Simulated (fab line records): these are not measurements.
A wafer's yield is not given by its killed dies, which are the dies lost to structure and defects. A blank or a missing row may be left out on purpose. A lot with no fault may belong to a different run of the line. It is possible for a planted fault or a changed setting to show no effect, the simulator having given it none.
Chamber matching || flow n5-finfet || 4 sister chambers for N5_BEOL_M4_ETCH_77 on rie-diel-02
The step etches underlayer in N2/H2, target depth 6.5 nm, time 5.2 s. 8 wafers are shown with their chamber, then 9 later ones without.

== WAFERS WITH THEIR CHAMBER ==
{"wafer": "L084.1", "chamber": 2, "drypump-motor-current-A (A)": 5.7, "showerhead-plenum-p-Torr (Torr)": 2.48}
{"wafer": "L086.1", "chamber": 0, "drypump-motor-current-A (A)": 5.9, "showerhead-plenum-p-Torr (Torr)": 2.62}
{"wafer": "L086.2", "chamber": 3, "drypump-motor-current-A (A)": 5.2, "showerhead-plenum-p-Torr (Torr)": 2.63}
{"wafer": "L087.5", "chamber": 1, "drypump-motor-current-A (A)": 5.9, "showerhead-plenum-p-Torr (Torr)": 2.49}
{"wafer": "L087.6", "chamber": 2, "drypump-motor-current-A (A)": 5.7, "showerhead-plenum-p-Torr (Torr)": 2.48}
{"wafer": "L088.1", "chamber": 0, "drypump-motor-current-A (A)": 5.9, "showerhead-plenum-p-Torr (Torr)": 2.62}
{"wafer": "L088.3", "chamber": 1, "drypump-motor-current-A (A)": 5.8, "showerhead-plenum-p-Torr (Torr)": 2.48}
{"wafer": "L088.5", "chamber": 3, "drypump-motor-current-A (A)": 5.2, "showerhead-plenum-p-Torr (Torr)": 2.63}

== WAFERS WITHOUT THEIR CHAMBER ==
{"wafer": "L089.3", "drypump-motor-current-A (A)": 5.9, "showerhead-plenum-p-Torr (Torr)": 2.62}
{"wafer": "L089.5", "drypump-motor-current-A (A)": 5.9, "showerhead-plenum-p-Torr (Torr)": 2.62}
{"wafer": "L089.6", "drypump-motor-current-A (A)": 5.2, "showerhead-plenum-p-Torr (Torr)": 2.63}
{"wafer": "L091.1", "drypump-motor-current-A (A)": 5.7, "showerhead-plenum-p-Torr (Torr)": 2.47}
{"wafer": "L091.2", "drypump-motor-current-A (A)": 5.2, "showerhead-plenum-p-Torr (Torr)": 2.62}
{"wafer": "L091.4", "drypump-motor-current-A (A)": 5.9, "showerhead-plenum-p-Torr (Torr)": 2.48}
{"wafer": "L095.1", "drypump-motor-current-A (A)": 5.2, "showerhead-plenum-p-Torr (Torr)": 2.62}
{"wafer": "L095.2", "drypump-motor-current-A (A)": 5.9, "showerhead-plenum-p-Torr (Torr)": 2.62}
{"wafer": "L095.5", "drypump-motor-current-A (A)": 5.2, "showerhead-plenum-p-Torr (Torr)": 2.62}

== THE CHAMBER EACH PASSED THROUGH ==
{"wafer": "L089.3", "from the rows above": 0, "in truth": 0}
{"wafer": "L089.5", "from the rows above": 0, "in truth": 0}
{"wafer": "L089.6", "from the rows above": 3, "in truth": 3}
{"wafer": "L091.1", "from the rows above": 2, "in truth": 2}
{"wafer": "L091.2", "from the rows above": 3, "in truth": 3}
{"wafer": "L091.4", "from the rows above": 1, "in truth": 1}
{"wafer": "L095.1", "from the rows above": 3, "in truth": 3}
{"wafer": "L095.2", "from the rows above": 0, "in truth": 0}
{"wafer": "L095.5", "from the rows above": 3, "in truth": 3}
Placed correctly: 9 of 9. Number that these rows cannot place: 0. Number placed wrongly: 0.
How it was worked out, from the rows above alone: a wafer's distance from a chamber is the root of the sum, over the readings, of the square of ((its reading less the chamber's mean) divided by the reading's scatter). The wafer belongs to the nearest chamber; if the next one is less than 2 further off, it can't be placed. The mean given for a chamber averages the wafers shown for that chamber. The scatter: take each reading less its chamber's mean, square it, sum over the shown wafers, divide by the number of wafers less the number of chambers, and take the root.
